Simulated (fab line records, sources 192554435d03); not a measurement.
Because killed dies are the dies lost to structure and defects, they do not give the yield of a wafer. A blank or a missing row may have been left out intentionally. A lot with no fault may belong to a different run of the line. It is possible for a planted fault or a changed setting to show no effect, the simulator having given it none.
A struck lot beside a sound one -- flow n5-finfet -- 15 out of 1938 route steps
Sound: these wafers, L896.3, L896.5, L896.6. Wafers L884.2, L884.3, L884.4 were the ones struck. The cause comes at the end.
At each step with rows: each side's tool, then ch and its chambers, then its first start. Under that, the readings that differ: sound wafers -- struck wafers -- difference of the means -- sigmas: that difference in standard deviations of wafers without a fault.
alike: words and numbers the same on both sides, and readings whose means are apart by under 2 such deviations; not compared: readings that were withheld, readings missing a value for some wafer, numbers with overlapping values and no deviation given by the record, and bounds like >300 which may hide the same value.
The two part at a step that has a row with sigmas, a row that says differs or no value, or rows on one side only. When numbers do not overlap yet have no deviation, they are printed without sigmas and do not part them. A reading missing from all wafers of one side parts the sides only when that side holds two or more wafers.

first, 9 steps without rows for these wafers: N5_BEOL_M3_COAT_76 (time 60 s, resist thk 5 nm); N5_BEOL_M3_COAT_22 (resist thk 30 nm); N5_BEOL_M3_EBR_24; N5_BEOL_M3_SOFTBAKE_23 (time 60 s); N5_BEOL_M3_EXPOSE_25 (exposes mask V2, defocus 5 nm); N5_BEOL_M3_PEB_26 (peb time 60 s); N5_BEOL_M3_DEVELOP_27 (develop time 30 s); N5_BEOL_M3_DESCUM_33 (chemistry O2, time 7 s); N5_BEOL_M3_ETCH_77 (etches underlayer in N2/H2, target depth 6.5 nm, time 5.2 s).
N5_BEOL_M3_ETCH_69: etches SiARC in CF4, target depth 15.6 nm, time 26 s.
  sound on rie-diel-01 ch 0,1, day 12 20:35; struck on rie-diel-01 ch 1,2, day 9 05:52
  no value came back on the struck wafers for any of 8 readings (bias-w (W), cf4-flow-sccm (sccm) and others); on the sound wafers bias-w (W) reads 36.03 36.03 36.05
  not compared: rf-hours-counter-h
then, 1 step without rows for these wafers: N5_BEOL_M3_ALD_98 (deposits SiO2, target thk 2.5 nm, pulse time 1 s, co reactant pulse time 1 s).
N5_BEOL_M3_ETCHBACK_99: etches SiO2 in CHF3, target depth 5 nm, time 10.4 s.
  sound on rie-diel-05 ch 0,1, day 12 20:48; struck on rie-diel-01 ch 1,2,3, day 9 09:26
reading,sound,struck,difference,sigmas
oes-product-au (a.u.),0.84 0.84 0.84,0.30 0.25 0.26,-0.57,-7
  alike: drypump-motor-current-A, rf-vpp-V, showerhead-plenum-p-Torr, throttle-valve-pct
  not compared: rf-hours-counter-h
N5_BEOL_M3_ETCH_70: etches SOC in N2/H2, target depth 80 nm, overetch 16 nm, time 120 s.
  sound on rie-diel-05 ch 0,1, day 12 20:50; struck on rie-diel-01 ch 1,2,3, day 9 09:28
reading,sound,struck,difference,sigmas
oes-product-au (a.u.),0.63 0.63 0.65,0.30 0.26 0.26,-0.36,-6
  alike: bias-w, chamber-pressure-mTorr, drypump-motor-current-A, rf-vpp-V, showerhead-plenum-p-Torr, throttle-valve-pct
  not compared: rf-hours-counter-h
N5_BEOL_M4_RC_MEAS_101:
  the record has rows for the sound wafers here (prober-02 ch 0, day 13 12:26) and none for the struck ones
-- a jump in the record: the struck wafers' starts before and after are 5 days apart (it breaks off in module BEOL_M4 and resumes in module PASSIVATION, where the first step shown is number 1936 of the route) --
N5_PASSIVATION_PROBE_49:
  the record has rows for the struck wafers here (prober-02, day 14 09:43) and none for the sound ones

## WHERE THEY PART
Earliest at N5_BEOL_M3_ETCH_69; latest, in this record, at N5_PASSIVATION_PROBE_49.

WHY: the cause the simulator had injected
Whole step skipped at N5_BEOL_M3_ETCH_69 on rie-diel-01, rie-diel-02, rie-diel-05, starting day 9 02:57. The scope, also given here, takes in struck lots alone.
